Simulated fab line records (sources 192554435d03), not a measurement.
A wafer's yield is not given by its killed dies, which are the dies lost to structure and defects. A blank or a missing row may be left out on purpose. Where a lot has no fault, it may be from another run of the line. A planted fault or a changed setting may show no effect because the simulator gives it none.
fab line records	flow n5-finfet	part 2 of 2: steps 4 to 6 of 6
record lots=22	wafers=66	last-day=18
route steps=1938 shown BEOL_M12@1656 BEOL_M13@1673 BEOL_M14@1729
lots with no fault: from the same line, run without faults
start-h: hours from the record's first day to the start of the lot's first wafer shown	wait-h: how many hours have passed since the lot's step before this one	" same as the row above	L1.1+2: several wafers, shown together as one row	- no value present, or no start provided	* or withheld: withheld	< > ~ a bound
route shown NAME@n: NAME is a module with steps in the file, n the number in the route of the first one	usual: mean and standard deviation over wafers with no fault	same: alike in all rows	chamber/n: place in a boat	sites: per-site readings	_std_site: the values' standard deviation	_edge_site: outer sites' mean less inner sites'	radius-mm: for every site, how far away it sits from the centre of the wafer	mask NAME#n: copy n	behind: the tool/chamber that last shaped the wafer	hold: why the lot was held/for how many hours/how that ended	device: whichever transistor did not switch (one of n, p or np)	end of line: the same wafers' tests at the end of the route	a step given without rows: its recipe and nothing more	killed: dies that structure and defects cost at the first sort, which is not the same as the wafer's yield	map: a wafer's dies, x killed, . not, _ none there
set.NAME: the setting the step ran with; set.NAME@STEP: the setting that earlier step ran with	model.NAME: the simulator's own value behind a step, which no gauge read
route steps across a sampled set of lots; one table per step, one row per wafer
services: a tool's chamber out of use, with start hour (start-h, from the record's first day; less than 0 if before it), hours out, and reason
## steps
# step N5_BEOL_M13_TRENCH_ETCH_34
# recipe chemistry=C4F8/O2/Ar	target=SiOC	target-depth-a=4134.7	mask-material=SOC	pressure-mtorr=30	source-w=3000	bias-w=700	Ar_flow_sccm=400	C4F8_flow_sccm=15	O2_flow_sccm=8	he-inner-torr=15	he-outer-torr=30	time-s=162.6	ion-energy-ev=250
# usual O2_flow_sccm=7.999/0.025	drypump-motor-current-A=5.8/0.59	oes-product-au=0.82/0.089	rf-vpp-V=665.4/2.9	showerhead-plenum-p-Torr=3.41/0.087	throttle-valve-pct=24.09/0.22
lot.wafer	tool	chamber	start-h	wait-h	O2_flow_sccm	drypump-motor-current-A	oes-product-au	rf-hours-counter-h	rf-vpp-V	showerhead-plenum-p-Torr	throttle-valve-pct
L074.2	rie-diel-06	2	248.08	0.0	7.981	5.0	0.88	52	664.2	3.34	23.76
L074.3	"	3	"	"	7.963	5.7	0.78	123	670.1	3.55	24.08
L074.6	"	2	"	"	8.018	5.0	0.88	-	663.2	3.34	23.76
L075.1	rie-diel-01	3	248.37	0.0	8.015	5.9	0.72	210	660.1	3.26	24.28
L075.3	"	1	"	"	8.015	4.9	0.70	216	668.3	3.50	24.12
L075.5	"	3	"	"	7.991	5.9	0.72	-	661.2	3.26	24.28
L077.2	rie-diel-03	3	250.17	0.0	8.037	5.5	0.69	234	669.3	3.50	24.33
L077.3	"	2	"	"	8.027	6.6	0.96	4	663.0	3.37	24.17
L077.6	"	2	"	"	8.015	6.6	0.95	-	663.5	3.37	24.14
L078.2	rie-diel-06	1	264.56	0.0	7.972	5.1	0.70	238	662.8	3.37	24.18
L078.3	"	0	"	"	7.992	6.3	0.74	191	660.2	3.27	24.42
L078.6	"	0	"	"	8.002	6.3	0.73	-	661.1	3.27	24.41
L079.1	rie-diel-06	3	271.71	0.0	7.965	5.7	0.78	130	669.8	3.55	24.09
L079.2	"	2	"	"	8.005	5.0	0.86	59	663.3	3.34	23.77
L079.5	"	3	"	"	8.037	5.7	0.76	-	669.7	3.55	24.09
L080.1	rie-diel-03	0	279.29	0.0	7.988	6.5	0.93	25	667.2	3.47	23.76
L080.4	"	1	"	"	8.069	5.7	0.87	55	667.5	3.45	23.94
L080.5	"	2	"	"	8.056	6.6	0.93	-	663.4	3.37	24.16
L082.1	rie-diel-06	0	301.40	0.0	7.997	6.2	0.72	201	660.7	3.26	24.43
L082.2	"	1	"	"	7.994	5.0	0.69	246	663.9	3.36	24.19
L082.4	"	2	"	"	7.973	5.0	0.85	67	663.0	3.33	23.76
L081.3	rie-diel-03	0	301.68	0.0	7.996	6.5	0.92	31	668.4	3.47	23.77
L081.4	"	1	"	"	8.007	5.7	0.85	60	666.3	3.45	23.94
L081.6	"	0	"	"	8.008	6.5	0.92	-	666.9	3.47	23.75
L085.3	rie-diel-06	2	303.76	0.0	7.979	5.0	0.85	68	663.4	3.33	23.77
L085.5	"	1	"	"	7.997	5.1	0.69	-	663.4	3.36	24.19
L085.6	"	2	"	"	7.975	5.0	0.86	-	662.3	3.33	23.79
L083.1	rie-diel-06	0	304.78	0.0	8.004	6.2	0.73	203	658.5	3.26	24.44
L083.3	"	1	"	"	7.980	5.1	0.70	247	665.3	3.36	24.18
L083.5	"	3	"	"	7.949	5.7	0.76	-	668.9	3.54	24.11
L084.3	rie-diel-06	3	305.93	0.0	8.014	5.7	0.76	140	668.8	3.54	24.10
L084.4	"	0	"	"	7.971	6.2	0.73	203	662.1	3.26	24.42
L084.6	"	1	"	"	7.941	5.1	0.70	-	663.9	3.36	24.19
L087.3	rie-diel-03	2	323.76	0.0	8.002	6.6	0.89	26	664.0	3.36	24.20
L087.4	"	0	"	"	8.012	6.5	0.90	-	666.9	3.46	23.79
L087.5	"	2	"	"	7.999	6.6	0.90	-	662.8	3.36	24.19
L088.1	rie-diel-06	0	329.70	0.0	8.006	6.3	0.72	212	660.7	3.26	24.42
L088.3	"	3	"	"	8.040	5.7	0.76	149	669.7	3.54	24.12
L088.4	"	0	"	"	7.984	6.2	0.72	-	660.7	3.26	24.45
L086.1	rie-diel-03	0	330.38	0.0	7.966	6.5	0.90	42	667.9	3.46	23.78
L086.3	"	3	"	"	7.977	5.5	0.97	3	666.9	3.49	24.11
L086.4	"	1	"	"	8.012	5.7	0.85	69	667.9	3.45	23.96
L089.2	rie-diel-03	0	349.19	0.0	7.999	6.5	0.89	48	667.7	3.46	23.80
L089.4	"	1	"	"	7.996	5.7	0.84	74	667.1	3.44	23.95
L089.5	"	1	"	"	7.998	5.7	0.84	-	666.3	3.44	23.97
L093.2	rie-diel-03	2	349.92	0.0	8.013	6.6	0.87	33	664.4	3.36	24.19
L093.4	"	0	"	"	7.995	6.5	0.88	48	669.3	3.46	23.78
L093.6	"	3	"	"	7.993	5.4	0.94	-	668.9	3.48	24.11
L091.3	rie-diel-01	1	352.74	0.0	7.948	4.9	0.68	246	669.4	3.48	24.15
L091.5	"	1	"	"	7.963	4.9	0.67	-	668.9	3.48	24.15
L091.6	"	2	"	"	8.000	6.0	0.75	-	666.6	3.45	24.43
L092.1	rie-diel-01	0	355.80	0.0	7.939	5.2	0.72	198	665.1	3.40	24.60
L092.2	"	3	"	"	8.005	5.9	0.70	234	660.5	3.24	24.32
L092.3	"	1	"	"	7.987	4.8	0.67	247	669.3	3.48	24.14
L095.1	rie-diel-03	1	381.71	0.0	7.997	5.7	0.84	80	666.5	3.44	23.98
L095.3	"	0	"	"	8.020	6.5	0.89	55	666.0	3.46	23.79
L095.6	"	1	"	"	8.009	5.7	0.84	-	666.2	3.44	23.96
L094.3	rie-diel-03	0	389.54	0.0	8.020	6.5	0.87	58	666.7	3.45	23.81
L094.5	"	0	"	"	7.988	6.5	0.87	-	667.2	3.45	23.79
L094.6	"	3	"	"	8.011	5.4	0.92	-	667.5	3.48	24.12
L097.1	rie-diel-06	1	390.26	0.0	7.996	5.1	0.92	15	663.4	3.35	23.91
L097.3	"	3	"	"	8.003	5.8	0.75	168	669.9	3.53	24.14
L097.6	"	1	"	"	7.986	5.1	0.94	-	663.0	3.36	23.90
L096.1	rie-diel-06	3	401.39	0.0	8.031	5.7	0.74	171	668.9	3.53	24.14
L096.4	"	1	"	"	7.976	5.1	0.92	18	663.7	3.35	23.89
L096.5	"	0	"	"	8.020	6.2	0.71	-	660.5	3.24	24.47
# step N5_BEOL_M13_SPUTTER_43
# recipe material=TaN	target-thk-a=150	temp-c=50	bias-v=168.6	power-w=15000	chamber-pressure-pa=0.12	time-s=24.19
# usual throttle-valve-pct=30.1/0.75
lot.wafer	tool	chamber	start-h	wait-h	throttle-valve-pct
L074.2	pvd-sputter-02	-	250.96	0.0	30.6
L074.3	"	-	"	"	30.5
L074.6	"	-	"	"	29.8
L075.1	pvd-sputter-02	-	251.44	0.0	29.7
L075.3	"	-	"	"	30.9
L075.5	"	-	"	"	30.8
L077.2	pvd-sputter-03	-	251.58	0.0	30.6
L077.3	"	-	"	"	28.7
L077.6	"	-	"	"	30.0
L078.2	pvd-sputter-02	-	267.89	0.0	30.0
L078.3	"	-	"	"	29.9
L078.6	"	-	"	"	29.6
L079.1	pvd-sputter-03	-	274.65	0.0	30.8
L079.2	"	-	"	"	29.0
L079.5	"	-	"	"	30.7
L080.1	pvd-sputter-03	-	281.05	0.0	29.6
L080.4	"	-	"	"	28.9
L080.5	"	-	"	"	29.9
L082.1	pvd-sputter-01	-	303.64	0.0	29.4
L082.2	"	-	"	"	30.8
L082.4	"	-	"	"	30.9
L081.3	pvd-sputter-01	-	304.16	0.0	30.9
L081.4	"	-	"	"	30.7
L081.6	"	-	"	"	29.3
L085.3	pvd-sputter-03	-	304.69	0.0	29.2
L085.5	"	-	"	"	29.1
L085.6	"	-	"	"	28.7
L083.1	pvd-sputter-03	-	306.49	0.0	29.8
L083.3	"	-	"	"	28.8
L083.5	"	-	"	"	29.8
L084.3	pvd-sputter-01	-	306.70	0.0	31.1
L084.4	"	-	"	"	29.2
L084.6	"	-	"	"	30.9
L087.3	pvd-sputter-01	-	326.18	0.0	30.4
L087.4	"	-	"	"	30.9
L087.5	"	-	"	"	30.8
L088.1	pvd-sputter-03	-	332.47	0.0	30.7
L088.3	"	-	"	"	28.7
L088.4	"	-	"	"	29.4
L086.1	pvd-sputter-02	-	333.68	0.0	31.1
L086.3	"	-	"	"	29.8
L086.4	"	-	"	"	30.1
L089.2	pvd-sputter-01	-	352.74	0.0	30.7
L089.4	"	-	"	"	29.0
L089.5	"	-	"	"	30.6
L093.2	pvd-sputter-02	-	352.92	0.0	29.7
L093.4	"	-	"	"	30.7
L093.6	"	-	"	"	30.7
L091.3	pvd-sputter-02	-	353.36	0.0	30.8
L091.5	"	-	"	"	29.7
L091.6	"	-	"	"	30.5
L092.1	pvd-sputter-03	-	357.53	0.0	29.8
L092.2	"	-	"	"	28.8
L092.3	"	-	"	"	29.2
L095.1	pvd-sputter-01	-	388.77	0.0	30.8
L095.3	"	-	"	"	30.9
L095.6	"	-	"	"	30.9
L094.3	pvd-sputter-03	-	392.39	0.0	30.9
L094.5	"	-	"	"	30.0
L094.6	"	-	"	"	28.7
L097.1	pvd-sputter-03	-	394.71	0.0	28.7
L097.3	"	-	"	"	30.5
L097.6	"	-	"	"	30.7
L096.1	pvd-sputter-01	-	403.62	0.0	29.2
L096.4	"	-	"	"	31.0
L096.5	"	-	"	"	30.6
# step N5_BEOL_M14_DESCUM_15
# recipe chemistry=O2	time-s=7.9	source-power-w=50	bias-power-w=20	pressure-mtorr=20	rf-frequency-hz=2.712e+07	temp-c=40	o2-flow-sccm=225
# usual drypump-motor-current-A=5.8/0.43	oes-product-au=0.82/0.066	rf-vpp-V=243.3/1.4	showerhead-plenum-p-Torr=2.10/0.073	throttle-valve-pct=20.31/0.15
lot.wafer	tool	chamber	start-h	wait-h	drypump-motor-current-A	oes-product-au	rf-hours-counter-h	rf-vpp-V	showerhead-plenum-p-Torr	throttle-valve-pct
L074.2	rie-diel-02	1	254.20	0.0	5.2	0.82	81	242.0	2.11	20.29
L074.3	"	2	"	"	6.2	0.79	103	246.3	2.20	20.28
L074.6	"	3	"	"	5.7	0.87	-	241.8	2.12	20.06
L077.2	rie-diel-02	0	255.31	0.2	5.8	0.70	217	241.3	1.98	20.40
L077.3	"	3	"	"	5.7	0.87	42	243.9	2.12	20.06
L077.6	"	3	"	"	5.7	0.87	-	244.0	2.12	20.05
L075.1	rie-diel-04	1	255.68	0.4	5.4	0.85	67	243.6	2.12	20.29
L075.3	"	0	"	"	5.2	0.89	23	242.9	2.03	19.81
L075.5	"	1	"	"	5.4	0.84	-	242.4	2.12	20.29
L078.2	rie-diel-04	0	269.96	0.0	5.2	0.88	28	241.6	2.03	19.81
L078.3	"	3	"	"	6.5	0.69	233	243.4	2.16	20.62
L078.6	"	2	"	"	5.8	0.97	-	241.0	2.03	20.14
L079.1	rie-diel-05	3	276.47	0.0	5.2	0.84	68	245.8	2.20	20.29
L079.2	"	2	"	"	6.5	0.96	15	243.0	2.14	20.38
L079.5	"	2	"	"	6.5	0.96	-	243.9	2.14	20.38
L080.1	rie-diel-05	1	282.86	0.0	5.6	0.80	82	242.1	2.03	20.49
L080.4	"	0	"	"	5.8	0.85	64	242.5	2.03	20.29
L080.5	"	0	"	"	5.7	0.85	-	243.1	2.03	20.29
L082.1	rie-diel-02	3	305.80	0.0	5.7	0.85	57	243.4	2.12	20.07
L082.2	"	1	"	"	5.3	0.81	95	243.1	2.11	20.31
L082.4	"	0	"	"	5.8	0.69	232	241.4	1.98	20.42
L081.3	rie-diel-05	2	306.64	0.0	6.5	0.93	24	245.3	2.14	20.40
L081.4	"	0	"	"	5.8	0.83	71	242.2	2.02	20.30
L081.6	"	0	"	"	5.7	0.84	-	241.8	2.02	20.30
L085.3	rie-diel-02	2	306.88	0.1	6.2	0.78	118	244.6	2.19	20.31
L085.5	"	1	"	"	5.2	0.81	-	243.7	2.11	20.29
L085.6	"	2	"	"	6.2	0.78	-	244.6	2.19	20.30
L083.1	rie-diel-05	1	308.67	0.3	5.7	0.80	90	240.8	2.02	20.52
L083.3	"	0	"	"	5.8	0.84	72	243.2	2.02	20.31
L083.5	"	2	"	"	6.5	0.92	-	243.3	2.14	20.39
L084.3	rie-diel-05	2	309.02	0.3	6.5	0.92	25	243.6	2.14	20.40
L084.4	"	0	"	"	5.7	0.84	72	241.1	2.02	20.30
L084.6	"	1	"	"	5.6	0.79	-	241.2	2.02	20.50
L087.3	rie-diel-02	0	328.51	0.0	5.8	0.68	239	241.9	1.97	20.43
L087.4	"	1	"	"	5.2	0.80	103	244.7	2.11	20.35
L087.5	"	1	"	"	5.3	0.81	-	244.3	2.11	20.32
L088.1	rie-diel-05	3	334.52	0.1	5.2	0.80	87	244.3	2.20	20.33
L088.3	"	1	"	"	5.6	0.79	98	241.5	2.02	20.52
L088.4	"	0	"	"	5.8	0.82	80	241.8	2.02	20.31
L086.1	rie-diel-05	2	335.62	0.0	6.5	0.91	34	244.1	2.13	20.43
L086.3	"	3	"	"	5.2	0.82	88	243.7	2.20	20.33
L086.4	"	0	"	"	5.8	0.83	81	241.5	2.02	20.31
L089.2	rie-diel-05	1	354.55	0.0	5.6	0.78	105	242.7	2.02	20.52
L089.4	"	1	"	"	5.6	0.78	-	242.4	2.02	20.51
L089.5	"	2	"	"	6.5	0.89	-	242.4	2.13	20.40
L093.2	rie-diel-02	2	354.77	0.0	6.2	0.75	136	244.9	2.19	20.34
L093.4	"	3	"	"	5.7	0.81	-	244.0	2.11	20.10
L093.6	"	2	"	"	6.2	0.75	-	243.7	2.19	20.34
L091.3	rie-diel-02	3	355.17	0.0	5.7	0.82	76	243.2	2.11	20.10
L091.5	"	3	"	"	5.7	0.83	-	244.2	2.11	20.10
L091.6	"	2	"	"	6.2	0.75	-	244.6	2.19	20.31
L092.1	rie-diel-05	1	359.68	0.0	5.6	0.78	108	242.2	2.02	20.53
L092.2	"	2	"	"	6.6	0.89	44	243.7	2.13	20.43
L092.3	"	0	"	"	5.8	0.81	91	241.6	2.02	20.33
L095.1	rie-diel-05	3	390.72	0.0	5.2	0.80	102	244.9	2.19	20.37
L095.3	"	0	"	"	5.8	0.80	99	241.9	2.01	20.36
L095.6	"	0	"	"	5.8	0.80	-	240.4	2.01	20.34
L094.3	rie-diel-05	2	394.73	0.4	6.5	0.89	53	244.8	2.13	20.43
L094.5	"	2	"	"	6.6	0.89	-	243.1	2.13	20.43
L094.6	"	3	"	"	5.2	0.80	-	244.8	2.19	20.35
L097.1	rie-diel-02	3	396.53	0.0	5.7	0.81	91	242.6	2.11	20.13
L097.3	"	2	"	"	6.2	0.74	151	242.7	2.18	20.35
L097.6	"	2	"	"	6.2	0.74	-	244.8	2.18	20.36
L096.1	rie-diel-02	1	405.57	0.1	5.2	0.78	129	242.6	2.10	20.36
L096.4	"	3	"	"	5.7	0.80	93	243.2	2.11	20.13
L096.5	"	0	"	"	5.8	0.96	-	247.1	2.23	20.06
## services
tool	chamber	start-h	hours	kind
rie-diel-01	1	226.18	3.6	repair
pecvd-02	2	233.53	18.2	repair
rie-diel-01	0	241.59	12.8	repair
pecvd-01	1	243.29	17.6	repair
pecvd-01	-	245.94	0.7	repair
rie-diel-03	2	266.47	4.2	repair
pecvd-01	-	268.67	0.6	repair
rie-diel-06	1	290.13	8.6	repair
rie-diel-01	-	294.76	1.2	repair
rie-diel-04	3	302.35	11.0	repair
pecvd-02	0	302.60	6.9	repair
rie-diel-05	-	312.36	2.8	pm
pvd-sputter-01	-	336.32	11.7	repair
pecvd-02	-	336.80	1.3	repair
rie-diel-04	-	337.78	6.8	repair
pecvd-03	1	339.16	4.0	repair
rie-diel-02	-	344.64	0.3	repair
rie-diel-05	3	351.58	8.8	repair
pvd-sputter-02	-	357.05	3.6	repair
rie-diel-03	-	357.61	13.2	repair
rie-diel-06	-	363.75	0.3	repair
rie-diel-05	2	364.74	10.6	repair
pecvd-02	-	367.45	6.0	pm
pvd-sputter-03	-	367.80	5.5	repair
